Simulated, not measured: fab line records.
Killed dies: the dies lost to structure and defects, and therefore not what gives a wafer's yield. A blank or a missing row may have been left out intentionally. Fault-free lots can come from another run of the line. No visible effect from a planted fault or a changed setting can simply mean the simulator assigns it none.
fab line records	flow n5-finfet
record lots=12	wafers=36	last-day=18
route steps=1938 shown BEOL_M5@1184 BEOL_M15@1817 PAD_METAL@1893 PASSIVATION@1936
lots untouched by any fault: they come from a run of this same line in which no faults occurred
start-h: start of the lot's first displayed wafer, in hours after the record's first day	wait-h: hours from the lot's prior step to this one	" same as the row above	L1.1+2: a row that stands for several wafers	- either no value or no given start	* or withheld: withheld	< > ~ a bound
route shown NAME@n: a module of which the file shows steps, and the number in the route of the first	usual: mean/standard deviation of fault-free wafers	same: alike in all rows	chamber/n: place in a boat	sites: each site's reading	_std_site: standard deviation of those values	_edge_site: mean of outer sites minus mean of inner sites	radius-mm: how far each site lies from the wafer's centre	mask NAME#n: copy n	behind: the most recent tool/chamber to have shaped the wafer	hold: the reason the lot was held/the length of the hold in hours/how it ended	device: names the non-switching transistor (n, p or np)	end of line: tests run on the same wafers once the route is complete	for a step that has no rows: nothing shown but its recipe	killed: dies lost to structure and defects at the first sort, not the wafer's yield	map: a wafer's dies, marking killed ones x, the rest . and places with no die _
set.NAME: the setting that was run; set.NAME@STEP: the one run at that earlier step	model.NAME: the simulator's own value behind a step, which no gauge read
the route's steps for a sample of lots (tables are steps, rows are wafers)
services: a tool's chamber out of use, with start hour (start-h, from the record's first day; less than 0 if before it), hours out, and reason
## steps
# step N5_BEOL_M5_ECD_50
# recipe material=Cu	target-thk-a=3000
lot.wafer	tool	chamber	start-h	wait-h
L619.1+3+6	ecd-cu-02	0,1,0	198.16	0.1
L620.1+3+6	ecd-cu-02	1,1,0	202.93	0.1
L621.3+4+5	ecd-cu-01	1,0,0	212.80	0.1
L617.1+5+6	ecd-cu-01	1,1,0	225.27	0.2
L627.1+2+6	ecd-cu-01	1,0,0	251.31	0.1
L629.1+3+6	ecd-cu-01	1,0,1	271.47	0.1
L631.2+3+5	ecd-cu-01	1,0,1	289.20	0.1
L633.1+4+5	ecd-cu-02	1,1,0	296.44	0.1
L635.3+4+6	ecd-cu-01	1,0,0	301.54	0.1
L636.1+2+4	ecd-cu-01	1,0,0	320.19	0.1
L637.1+2+5	ecd-cu-01	0,1,1	327.04	0.1
L639.2+3+4	ecd-cu-01	1,1,0	336.35	0.1
# step N5_BEOL_M15_DEGAS_41
# recipe ambient=vacuum	temp-c=300	time-s=60
# usual heater-power-w=445/43
lot.wafer	tool	chamber	start-h	wait-h	heater-power-w
L619.1	pvd-sputter-03	-	274.13	0.4	406
L619.3	"	-	"	"	389
L619.6	"	-	"	"	392
L620.1	pvd-sputter-02	-	281.18	0.6	527
L620.3	"	-	"	"	520
L620.6	"	-	"	"	511
L621.3	pvd-sputter-03	-	307.24	0.3	438
L621.4	"	-	"	"	392
L621.5	"	-	"	"	395
L617.1	pvd-sputter-02	-	315.37	0.6	535
L617.5	"	-	"	"	517
L617.6	"	-	"	"	524
L627.1	pvd-sputter-01	-	322.14	0.3	433
L627.2	"	-	"	"	458
L627.6	"	-	"	"	447
L629.1	pvd-sputter-01	-	340.98	0.3	448
L629.3	"	-	"	"	463
L629.6	"	-	"	"	457
L631.2	pvd-sputter-02	-	366.19	0.4	423
L631.3	"	-	"	"	522
L631.5	"	-	"	"	402
L633.1	pvd-sputter-03	-	383.08	0.3	451
L633.4	"	-	"	"	392
L633.5	"	-	"	"	439
L635.3	pvd-sputter-02	-	383.21	0.4	403
L635.4	"	-	"	"	406
L635.6	"	-	"	"	526
L636.1	pvd-sputter-03	-	400.03	0.2	450
L636.2	"	-	"	"	448
L636.4	"	-	"	"	389
L637.1	pvd-sputter-02	-	409.63	0.5	517
L637.2	"	-	"	"	412
L637.5	"	-	"	"	400
L639.2	pvd-sputter-01	-	416.58	0.3	450
L639.3	"	-	"	"	429
L639.4	"	-	"	"	448
# step N5_BEOL_M15_DEP_53
# recipe material=SiCN	target-thk-a=500	temp-c=withheld	precursor=3MS/NH3	pressure-torr=3	rf-w=675	time-s=17.8
# usual showerhead-plenum-p-Torr=4.166/0.014	throttle-valve-pct=18.0/0.97
lot.wafer	tool	chamber	start-h	wait-h	showerhead-plenum-p-Torr	throttle-valve-pct
L619.1	pecvd-03	2	275.48	0.0	4.176	17.2
L619.3	"	1	"	"	4.169	17.9
L619.6	"	1	"	"	4.160	18.1
L620.1	pecvd-04	0	282.45	0.0	4.156	18.1
L620.3	"	1	"	"	4.200	21.1
L620.6	"	1	"	"	4.201	20.8
L621.3	pecvd-04	1	308.90	0.0	4.201	21.2
L621.4	"	2	"	"	4.167	18.4
L621.5	"	1	"	"	4.206	21.0
L617.1	pecvd-02	0	317.32	0.0	4.172	17.9
L617.5	"	1	"	"	4.166	18.1
L617.6	"	0	"	"	4.168	17.6
L627.1	pecvd-03	2	323.80	0.0	4.172	16.9
L627.2	"	1	"	"	4.159	17.8
L627.6	"	0	"	"	4.162	17.2
L629.1	pecvd-03	1	342.24	0.0	4.173	17.8
L629.3	"	2	"	"	4.168	17.0
L629.6	"	2	"	"	4.170	17.4
L631.2	pecvd-04	2	367.67	0.0	4.165	18.7
L631.3	"	0	"	"	4.155	18.1
L631.5	"	0	"	"	4.145	18.4
L633.1	pecvd-04	2	384.35	0.0	4.161	18.8
L633.4	"	2	"	"	4.150	18.7
L633.5	"	0	"	"	4.159	18.3
L635.3	pecvd-02	0	384.46	0.0	4.170	17.4
L635.4	"	0	"	"	4.161	17.5
L635.6	"	2	"	"	4.170	17.3
L636.1	pecvd-03	2	401.30	0.0	4.174	17.5
L636.2	"	0	"	"	4.154	17.3
L636.4	"	2	"	"	4.176	17.4
L637.1	pecvd-02	1	410.89	0.0	4.153	18.3
L637.2	"	2	"	"	4.161	17.4
L637.5	"	2	"	"	4.170	17.0
L639.2	pecvd-04	1	418.01	0.0	4.194	16.8
L639.3	"	0	"	"	4.156	18.2
L639.4	"	0	"	"	4.166	18.1
# step N5_PASSIVATION_DEGAS_18
# recipe ambient=vacuum	temp-c=300	time-s=60
# usual heater-power-w=440/36
lot.wafer	tool	chamber	start-h	wait-h	heater-power-w
L619.1	pvd-sputter-01	-	282.86	0.1	456
L619.3	"	-	"	"	459
L619.6	"	-	"	"	440
L620.1	pvd-sputter-03	-	294.74	4.8	460
L620.3	"	-	"	"	438
L620.6	"	-	"	"	448
L621.3	pvd-sputter-01	-	316.40	1.0	466
L621.4	"	-	"	"	440
L621.5	"	-	"	"	464
L617.1	pvd-sputter-02	-	326.05	0.6	411
L617.5	"	-	"	"	405
L617.6	"	-	"	"	518
L627.1	pvd-sputter-03	-	331.24	0.5	392
L627.2	"	-	"	"	458
L627.6	"	-	"	"	439
L629.1	pvd-sputter-01	-	354.56	0.1	435
L629.3	"	-	"	"	446
L629.6	"	-	"	"	432
L631.2	pvd-sputter-03	-	376.58	0.1	391
L631.3	"	-	"	"	445
L631.5	"	-	"	"	396
L633.1	pvd-sputter-01	-	391.78	0.3	449
L633.4	"	-	"	"	444
L633.5	"	-	"	"	433
L635.3	pvd-sputter-03	-	392.70	0.8	453
L635.4	"	-	"	"	449
L635.6	"	-	"	"	420
L636.1	pvd-sputter-02	-	410.53	0.8	522
L636.2	"	-	"	"	536
L636.4	"	-	"	"	420
L637.1	pvd-sputter-01	-	422.76	0.4	458
L637.2	"	-	"	"	441
L637.5	"	-	"	"	465
L639.2	pvd-sputter-02	-	428.92	0.5	530
L639.3	"	-	"	"	411
L639.4	"	-	"	"	413
# step N5_PASSIVATION_PROBE_49
# usual defect-limited-yield=91.7/1.5	killed_at_M0_to_M3=32/10	killed_at_M4_up=14/5.3	killed-at-contacts=13/5.7	killed-at-front-end=37/10	killed-at-other=3.3/2.5	killed-dies=98/18	killed-on-rim=13/3.6	killed-open=65/13	killed-short=31/7.5	sort_bin_4_leakage=0.00/0.0099	sort_bin_5_function=4.9/0.91	sort_bin_6_memory=3.1/0.71	sort_bin_8_speed=0.00/0.017	sort-n-pass=1082/18	sort-yield-pct=91.7/1.5
# same gross-dies=1180	killed-at-back-side=0
lot.wafer	tool	chamber	start-h	wait-h	defect-limited-yield[%]	killed_at_M0_to_M3	killed_at_M4_up	killed-at-contacts	killed-at-front-end	killed-at-other	killed-dies	killed-on-rim	killed-open	killed-short	sort_bin_4_leakage[%]	sort_bin_5_function[%]	sort_bin_6_memory[%]	sort_bin_8_speed[%]	sort-n-pass	sort-yield-pct[%]
L627.1	prober-02	-	337.00	0.0	91.7	35	8	16	38	1	98	14	72	25	0	4.7	3.3	0	1082	91.7
L627.2	prober-02	-	337.05	0.1	88.0	51	23	30	36	2	142	14	96	44	0	6.1	5.8	0	1038	88.0
L627.6	prober-02	-	337.25	0.3	90.5	33	10	28	36	5	112	20	76	31	0	5.5	3.2	0	1068	90.5
L629.1	prober-02	-	360.48	0.0	88.8	39	16	22	51	4	132	17	79	46	0	6.4	3.7	0	1048	88.8
L629.3	prober-02	-	360.58	0.1	90.4	38	15	14	45	1	113	13	76	32	0	5.8	3.4	0	1067	90.4
L629.6	prober-02	-	360.73	0.3	91.8	37	14	19	24	3	97	13	66	29	0	4.8	3.2	0	1083	91.8
L631.2	prober-01	-	382.35	0.1	92.9	14	17	6	43	4	84	10	45	28	0	4.1	2.6	0	1096	92.9
L631.3	prober-01	-	382.40	0.1	92.5	22	16	14	32	4	88	9	60	26	0	4.6	2.5	0	1092	92.5
L631.5	prober-01	-	382.50	0.2	92.9	27	26	10	18	3	84	13	56	24	0	4.3	2.5	0	1096	92.9
L635.3	prober-02	-	399.07	0.1	94.7	26	10	13	11	3	63	7	42	21	0	3.1	2.0	0	1117	94.7
L635.4	prober-02	-	399.12	0.2	93.3	36	9	10	23	1	79	7	47	32	0	3.5	3.1	0	1101	93.3
L635.6	prober-02	-	399.22	0.3	91.9	32	11	12	38	2	95	16	66	29	0	4.7	3.4	0	1085	91.9
L636.1	prober-01	-	416.18	0.0	91.0	24	10	23	43	6	106	11	74	26	0	5.7	3.0	0	1074	91.0
L636.2	prober-01	-	416.23	0.1	64.8	14	353	15	29	4	415	62	49	19	0	22.4	10.7	0	765	64.8
L636.4	prober-01	-	416.33	0.2	65.6	33	328	11	30	4	406	56	64	24	0.08	22.2	9.9	0	773	65.5
L637.1	prober-02	-	428.77	0.1	66.5	19	340	3	30	3	395	49	40	17	0	19.3	11.6	0	785	66.5
L637.2	prober-02	-	428.82	0.2	92.8	37	12	8	26	2	85	17	55	29	0	4.7	2.1	0	1095	92.8
L637.5	prober-02	-	428.97	0.3	93.9	18	9	8	33	4	72	15	43	28	0	3.2	2.5	0	1108	93.9
L639.2	prober-02	-	434.63	0.1	91.0	29	12	16	47	2	106	15	69	36	0	5.6	3.1	0	1074	91.0
L639.3	prober-02	-	434.68	0.1	92.2	24	13	12	33	10	92	18	54	37	0	5.0	2.4	0	1088	92.2
L639.4	prober-02	-	434.73	0.2	64.2	31	330	19	42	1	423	53	72	36	0	21.0	13.3	0	757	64.2
# killed by level:class
L627.1 MOL_CONTACT_COAG:geometric-particle:open=11 STI_FIN_REVEAL:geometric-particle:open=9 DUMMY_GATE:geometric-particle:open=9 BEOL_M1:geometric-particle:open=8 BEOL_M2:geometric-particle:open=7 BEOL_M3:geometric-particle:open=6 FIN_SAQP:geometric-particle:open=5 MOL_CONTACT_COAG:geometric-particle:short=5
L627.2 MOL_CONTACT_COAG:geometric-particle:open=22 BEOL_M3:geometric-particle:open=17 BEOL_M4:geometric-particle:open=11 MOL_CONTACT_COAG:geometric-particle:short=8 BEOL_M1:geometric-particle:open=7 GATE_CUT:geometric-particle:short=7 BEOL_M0_SAQP:geometric-particle:short=6 BEOL_M2:geometric-particle:open=6
L627.6 MOL_CONTACT_COAG:geometric-particle:open=24 DUMMY_GATE:geometric-particle:open=7 BEOL_M4:geometric-particle:open=7 BEOL_M0:geometric-particle:open=6 BEOL_M1:geometric-particle:open=6 BEOL_M2:geometric-particle:open=6 BEOL_M0_SAQP:geometric-particle:short=5 BEOL_M3:geometric-particle:open=5
L629.1 FIN_SAQP:geometric-particle:open=15 MOL_CONTACT_COAG:geometric-particle:open=13 MOL_CONTACT_COAG:geometric-particle:short=9 FIN_SAQP:geometric-particle:short=8 BEOL_M0_SAQP:geometric-particle:short=8 BEOL_M1:geometric-particle:open=7 BEOL_M0_SAQP:geometric-particle:open=5 BEOL_M0:geometric-particle:open=4
L629.3 BEOL_M1:geometric-particle:open=14 FIN_SAQP:geometric-particle:open=12 MOL_CONTACT_COAG:geometric-particle:open=12 BEOL_M0_SAQP:geometric-particle:short=7 BEOL_M4:geometric-particle:open=7 DUMMY_GATE:geometric-particle:open=6 BEOL_M0_SAQP:geometric-particle:open=5 BEOL_M1:geometric-particle:short=5
L629.6 MOL_CONTACT_COAG:geometric-particle:open=15 BEOL_M0_SAQP:geometric-particle:open=11 BEOL_M1:geometric-particle:open=10 FIN_SAQP:geometric-particle:open=7 BEOL_M0_SAQP:geometric-particle:short=7 FIN_SAQP:geometric-particle:short=5 BEOL_M4:geometric-particle:open=5 STI_FIN_REVEAL:geometric-particle:open=4
L631.2 FIN_SAQP:geometric-particle:open=11 FIN_SAQP:geometric-particle:short=8 BEOL_M1:geometric-particle:open=6 STI_FIN_REVEAL:geometric-particle:open=5 BEOL_M4:geometric-particle:open=5 HKMG_FIN:area-etch=5 MOL_CONTACT_COAG:geometric-particle:short=4 BEOL_M5:geometric-particle:open=4
L631.3 MOL_CONTACT_COAG:geometric-particle:open=10 FIN_SAQP:geometric-particle:open=8 STI_FIN_REVEAL:geometric-particle:open=7 GATE_CUT:geometric-particle:short=7 BEOL_M2:geometric-particle:open=7 BEOL_M0_SAQP:geometric-particle:open=5 MOL_CONTACT_COAG:geometric-particle:short=4 BEOL_M1:geometric-particle:open=4
L631.5 BEOL_M4:geometric-particle:open=12 BEOL_M1:geometric-particle:open=9 MOL_CONTACT_COAG:geometric-particle:open=7 FIN_SAQP:geometric-particle:open=6 BEOL_M7:geometric-particle:open=6 MOL_CONTACT_COAG:geometric-particle:short=3 BEOL_M0_SAQP:geometric-particle:short=3 BEOL_M0_SAQP:geometric-particle:open=3
L635.3 MOL_CONTACT_COAG:geometric-particle:open=11 BEOL_M2:geometric-particle:open=7 BEOL_M4:geometric-particle:open=6 BEOL_M0_SAQP:geometric-particle:short=5 BEOL_M0_SAQP:geometric-particle:open=5 DUMMY_GATE:geometric-particle:open=4 BEOL_M1:geometric-particle:open=3 FIN_SAQP:geometric-particle:short=2
L635.4 BEOL_M2:geometric-particle:open=11 MOL_CONTACT_COAG:geometric-particle:open=9 BEOL_M0_SAQP:geometric-particle:short=9 BEOL_M0_SAQP:geometric-particle:open=6 FIN_SAQP:geometric-particle:short=5 BEOL_M2:geometric-particle:short=5 DUMMY_GATE:geometric-particle:open=4 BEOL_M4:geometric-particle:open=4
L635.6 STI_FIN_REVEAL:geometric-particle:open=16 BEOL_M2:geometric-particle:open=10 MOL_CONTACT_COAG:geometric-particle:open=9 BEOL_M0_SAQP:geometric-particle:open=7 BEOL_M4:geometric-particle:open=7 BEOL_M0_SAQP:geometric-particle:short=5 GATE_CUT:geometric-particle:short=4 BEOL_M1:geometric-particle:open=4
L636.1 MOL_CONTACT_COAG:geometric-particle:open=20 GATE_CUT:geometric-particle:short=9 DUMMY_GATE:geometric-particle:open=8 BEOL_M0_SAQP:geometric-particle:open=8 BEOL_M2:geometric-particle:open=5 STI_FIN_REVEAL:geometric-particle:open=4 GATE_CUT:geometric-particle:open=4 BEOL_M5:geometric-particle:open=4
L636.2 BEOL_M5:unspecified=344 MOL_CONTACT_COAG:geometric-particle:open=13 STI_FIN_REVEAL:geometric-particle:open=8 FIN_SAQP:geometric-particle:open=4 GATE_CUT:geometric-particle:short=4 BEOL_M1:geometric-particle:open=4 BEOL_M5:geometric-particle:open=4 STARTING-WAFER:geometric-particle:short=3
L636.4 BEOL_M5:unspecified=316 STI_FIN_REVEAL:geometric-particle:open=11 BEOL_M1:geometric-particle:open=11 BEOL_M3:geometric-particle:open=7 MOL_CONTACT_COAG:geometric-particle:open=6 MOL_CONTACT_COAG:geometric-particle:short=5 DUMMY_GATE:geometric-particle:open=4 GATE_CUT:geometric-particle:short=4
L637.1 BEOL_M5:unspecified=333 BEOL_M2:geometric-particle:open=6 BEOL_M3:geometric-particle:open=4 STARTING-WAFER:geometric-particle:open=4 FIN_SAQP:geometric-particle:short=3 STI_FIN_REVEAL:geometric-particle:open=3 GATE_CUT:geometric-particle:short=3 BEOL_M0:geometric-particle:open=3
L637.2 BEOL_M2:geometric-particle:open=10 MOL_CONTACT_COAG:geometric-particle:open=7 BEOL_M1:geometric-particle:open=7 GATE_CUT:geometric-particle:open=6 BEOL_M2:geometric-particle:short=6 GATE_CUT:geometric-particle:short=5 BEOL_M3:geometric-particle:open=5 BEOL_M0_SAQP:geometric-particle:short=4
L637.5 FIN_SAQP:geometric-particle:open=9 FIN_SAQP:geometric-particle:short=9 BEOL_M2:geometric-particle:open=8 MOL_CONTACT_COAG:geometric-particle:open=7 BEOL_M0_SAQP:geometric-particle:short=5 GATE_CUT:geometric-particle:short=4 DUMMY_GATE:geometric-particle:open=2 GATE_CUT:geometric-particle:open=2
L639.2 FIN_SAQP:geometric-particle:open=14 MOL_CONTACT_COAG:geometric-particle:open=12 BEOL_M0_SAQP:geometric-particle:open=11 BEOL_M0_SAQP:geometric-particle:short=10 STI_FIN_REVEAL:geometric-particle:open=8 GATE_CUT:geometric-particle:short=8 FIN_SAQP:geometric-particle:short=6 MOL_CONTACT_COAG:geometric-particle:short=4
L639.3 FIN_SAQP:geometric-particle:open=12 BEOL_M0_SAQP:geometric-particle:short=8 BEOL_M0_SAQP:geometric-particle:open=8 MOL_CONTACT_COAG:geometric-particle:open=7 FIN_SAQP:geometric-particle:short=5 MOL_CONTACT_COAG:geometric-particle:short=5 GATE_CUT:geometric-particle:short=4 BEOL_M4:geometric-particle:short=4
L639.4 BEOL_M5:unspecified=315 MOL_CONTACT_COAG:geometric-particle:open=16 FIN_SAQP:geometric-particle:open=14 BEOL_M0_SAQP:geometric-particle:short=12 BEOL_M0_SAQP:geometric-particle:open=11 GATE_CUT:geometric-particle:short=7 BEOL_M5:geometric-particle:open=6 STI_FIN_REVEAL:geometric-particle:open=5
## services
tool	chamber	start-h	hours	kind
pecvd-04	2	175.96	2.1	scheduled-down
ecd-cu-02	-	179.62	0.5	repair
pecvd-03	2	202.38	-	clean
pecvd-03	2	202.38	-	consumable-replace:showerhead
pecvd-03	2	202.38	29.0	scheduled-down
ecd-cu-02	-	225.02	2.5	pm
pecvd-02	1	238.05	21.2	repair
pecvd-02	-	260.45	0.9	repair
ecd-cu-02	-	271.46	1.8	repair
pecvd-04	1	295.10	2.1	scheduled-down
ecd-cu-02	-	318.33	3.1	repair
pecvd-04	0	342.55	3.9	repair
ecd-cu-02	-	349.92	0.8	repair
pvd-sputter-03	-	350.34	3.1	repair
pecvd-04	0	351.59	2.1	scheduled-down
pecvd-04	1	355.05	5.5	scheduled-down
pecvd-04	1	383.62	-	clean
pecvd-04	1	383.62	-	consumable-replace:showerhead
pecvd-04	1	383.62	29.0	scheduled-down
pecvd-04	1	383.62	29.0	vent-cycle
pecvd-04	2	407.04	2.9	repair
pecvd-03	2	414.75	8.8	repair
pvd-sputter-03	-	424.81	0.5	repair
pecvd-04	1	425.88	5.1	repair
## key
first-sign step=N5_PASSIVATION_PROBE_49	reading=killed_at_M4_up	direction=up	sigmas=61	usual=14	struck=338
effect step=N5_PASSIVATION_PROBE_49	reading=defect-limited-yield	direction=down	sigmas=18	usual=91.7	struck=65.3
more-kills-born-at N5_BEOL_M5_ECD_50@ecd-cu-01=1308
met-at N5_BEOL_M5_ECD_50
struck-lots L636,L637,L639
struck-wafers L636.2,L636.4,L637.1,L639.4
not-acting-at N5_BEOL_M15_DEGAS_41,N5_BEOL_M15_DEP_53,N5_PASSIVATION_DEGAS_18
onset-between 301.54 320.19
fault kind=chamber-particle-source	tool=ecd-cu-01	chamber=0	onset-h=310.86	steps=N5_BEOL_M5_ECD_50	rate-per-visit-cm2=0.65104	end-h=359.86
